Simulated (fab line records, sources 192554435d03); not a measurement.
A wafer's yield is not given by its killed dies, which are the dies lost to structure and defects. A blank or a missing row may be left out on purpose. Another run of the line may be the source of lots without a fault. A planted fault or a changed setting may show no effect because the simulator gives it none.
A struck lot beside a sound one + flow n5Finfet + 44 out of 1938 route steps
Sound: the wafers L929.2, L929.3, L929.6. Struck: wafers L939.2, L939.5. (L939.1 of the same lot was not struck and is left out.) The cause comes at the end.
Order at every step that has rows: each side's tool, ch and its chambers, its first start. Under that, the readings that differ: sound wafers + struck wafers + difference of the means + sigmas: that difference in standard deviations of wafers without a fault.
alike: readings with means less than 2 such deviations apart, plus words and numbers identical on both sides. not compared: withheld readings, readings lacking a value on some wafer, bounds such as >300 that could conceal the same value, and numbers that have no deviation in the record and whose values overlap.
A row with sigmas, a row that says differs or no value, or rows on one side alone: a step with any of these is where the two part. When numbers do not overlap yet have no deviation, they are printed without sigmas and do not part them. Lack of a reading on every wafer of one side parts them only where that side has two or more wafers.

N5_BEOL_M14_PRE_CLEAN_42: time 30 s.
  sound on pvdSputter-03 at day 14 03:50; struck on pvdSputter-01 at day 16 11:11
  alike: heaterPowerW
then, 5 steps without rows for these wafers: N5_BEOL_M14_SPUTTER_43 (material TaN, target thk 15 nm, time 24.19 s); N5_BEOL_M14_SPUTTER_44 (material Ta, target thk 15 nm, time 24.19 s); N5_BEOL_M14_SPUTTER_45 (material Cu, target thk 100 nm, time 16.67 s); N5_BEOL_M14_ECD_47 (material Cu, target thk 1248 nm); N5_BEOL_M14_ANNEAL_48 (time 90 s).
N5_BEOL_M14_CMP_49: polishes, stops on SiO2, t overpolish 5.2 s, target thk 560 nm.
  sound on cmp-03 ch 1,2, day 14 04:40; struck on cmp-01 ch 1, day 16 12:02
  alike: barrierFieldEndpointS, motorCurrentA, overpolishRunS, timeToEndpointS
N5_BEOL_M14_THK_MEAS_50: measures by xrf.
  sound on filmMetro-01 at day 14 04:56; struck on filmMetro-01 at day 16 12:17
  alike: M14_THK
then, 1 step without rows for these wafers: N5_BEOL_M14_PRE_CLEAN_52 (time 15 s).
N5_BEOL_M14_DEP_53: deposits SiCN from 3MS/NH3, target thk 50 nm, time 17.8 s.
  sound on pecvd-01 ch 0,1, day 14 04:59; struck on pecvd-04 ch 2, day 16 12:21
| reading              | sound          | struck    | difference | sigmas |
|----------------------|----------------|-----------|------------|--------|
| throttleValvePct (%) | 20.7 18.7 18.9 | 16.2 16.1 | -3.3       | -3     |
  alike: showerheadPlenumPTorr
N5_BEOL_M14_RS_MEAS_54: the measuring method here is four-point-probe.
  sound on filmMetro-02 at day 14 05:04; struck on filmMetro-01 at day 16 12:25
  alike: M14_RS
N5_BEOL_M14_INSPECT_55: inspects for defects (darkfield).
  sound on defectInspect-01 at day 14 05:05; struck on defectInspect-02 at day 16 12:27
  alike: rawDefectCount
N5_BEOL_M15_ILD_DEP_00: deposits SiO2 from TEOS/O2, target thk 1629.3 nm, time 346.1 s.
  sound on pecvd-03 ch 0,2, day 14 05:07; struck on pecvd-03 ch 0, day 16 12:29
  alike: heaterPowerW, showerheadPlenumPTorr, throttleValvePct
N5_BEOL_M15_THK_MEAS_01:
  sound on filmMetro-01 at day 14 05:22; struck on filmMetro-01 at day 16 12:50
  alike: M15_ILD_THK
then, 8 steps without rows for these wafers: N5_BEOL_M15_COAT_58 (time 60 s, resist thk 89 nm); N5_BEOL_M15_COAT_04 (resist thk 800 nm); N5_BEOL_M15_EBR_06; N5_BEOL_M15_SOFTBAKE_05 (time 60 s); N5_BEOL_M15_EXPOSE_07 (exposes mask V14); N5_BEOL_M15_PEB_08 (peb time 90 s); N5_BEOL_M15_DEVELOP_09 (develop time 45 s); N5_BEOL_M15_HARDBAKE_14 (time 120 s).
N5_BEOL_M15_CD_MEAS_10: the cd target is 360 nm.
  sound on cdSem-01 ch 0, day 14 05:48; struck on cdSem-03 ch 0, day 16 13:09
  alike: cdNm
N5_BEOL_M15_OVL_MEAS_11:
  sound on overlay-02 ch 0, day 14 05:50; struck on overlay-01 ch 0, day 16 13:11
  alike: V14_OVL
N5_BEOL_M15_INSPECT_12: inspects for defects (macro).
  sound on defectInspect-01 at day 14 05:51; struck on defectInspect-01 at day 16 13:12
| reading        | sound | struck | difference | sigmas |
|----------------|-------|--------|------------|--------|
| rawDefectCount | 2 1 1 | 6 14   | +9         | +6     |
then, 1 step without rows for these wafers: N5_BEOL_M15_DESCUM_15 (chemistry O2, time 7.9 s).
N5_BEOL_M15_ETCH_59: etches BARC in N2/H2, target depth 89 nm, overetch 26.7 nm, time 67.9 s.
  sound on rieDiel-04 ch 1,3, day 14 06:00; struck on rieDiel-01 ch 1, day 16 13:16
| reading                      | sound             | struck      | difference | sigmas |
|------------------------------|-------------------|-------------|------------|--------|
| rfVppV (V)                   | 517.8 523.3 517.4 | 527.4 527.5 | +8.0       | +3     |
| showerheadPlenumPTorr (Torr) | 2.33 2.54 2.33    | 2.68 2.68   | +0.28      | +3     |
  alike: drypumpMotorCurrentA, oesProductAu, throttleValvePct
  not compared: rfHoursCounterH
then, 1 step without rows for these wafers: N5_BEOL_M15_VIA_ETCH_16 (etches SiO2 in C4F8/O2/Ar, target depth 1792.2 nm).
N5_BEOL_M15_STRIP_63: strips in O2.
  sound on rieDiel-04 ch 1,3; struck on rieDiel-01 ch 1
| reading                      | sound          | struck    | difference | sigmas |
|------------------------------|----------------|-----------|------------|--------|
| showerheadPlenumPTorr (Torr) | 1.92 2.08 1.92 | 2.21 2.21 | +0.24      | +3     |
  alike: drypumpMotorCurrentA, oesProductAu, rfVppV, throttleValvePct
  not compared: rfHoursCounterH
then, 3 steps without rows for these wafers: N5_BEOL_M15_STRIP_64 (strips in O2); N5_BEOL_M15_STRIP_65 (strips in post etch residue remover, time 60 s); N5_BEOL_M15_SRD_66 (time 30 s, dry time 30 s).
N5_BEOL_M15_CD_MEAS_17: the cd target is 360 nm.
  sound on cdSem-01 at day 14 06:28; struck on cdSem-01 at day 16 13:44
  alike: cdNm
then, 9 steps without rows for these wafers: N5_BEOL_M15_COAT_56 (time 60 s, resist thk 550 nm); N5_BEOL_M15_ETCH_57 (etches SOC in N2/H2, time 750 s); N5_BEOL_M15_COAT_60 (time 60 s, resist thk 89 nm); N5_BEOL_M15_COAT_22 (resist thk 800 nm); N5_BEOL_M15_EBR_24; N5_BEOL_M15_SOFTBAKE_23 (time 60 s); N5_BEOL_M15_EXPOSE_25 (exposes mask M15, target cd 400 nm); N5_BEOL_M15_PEB_26 (peb time 90 s); N5_BEOL_M15_DEVELOP_27 (develop time 45 s).
N5_BEOL_M15_INSPECT_30: inspects for defects (macro).
  sound on defectInspect-01 at day 14 07:32; struck on defectInspect-02 at day 16 14:47
| reading        | sound | struck | difference | sigmas |
|----------------|-------|--------|------------|--------|
| rawDefectCount | 2 1 5 | 6 12   | +6         | +4     |
N5_PASSIVATION_PROBE_49:
  sound on prober-02 at day 15 05:17; struck on prober-01 at day 17 10:11
| reading          | sound    | struck | difference | sigmas |
|------------------|----------|--------|------------|--------|
| killed_at_M4_up  | 3 9 15   | 21 29  | +16        | +3     |
| killedAtFrontEnd | 75 61 45 | 21 30  | -35        | -3     |
| killedOpen       | 99 76 81 | 62 54  | -27        | -2     |
  alike: defectLimitedYield, killed_at_M0_to_M3, killedAtContacts, killedAtOther, killedDies, killedShort, sort_bin_5_function, sort_bin_6_memory, sortNPass, sortYieldPct

== WHERE THEY PART ==
At N5_BEOL_M14_DEP_53 first; at N5_PASSIVATION_PROBE_49 last (within this record only).

WHY: what had been put in by the simulator
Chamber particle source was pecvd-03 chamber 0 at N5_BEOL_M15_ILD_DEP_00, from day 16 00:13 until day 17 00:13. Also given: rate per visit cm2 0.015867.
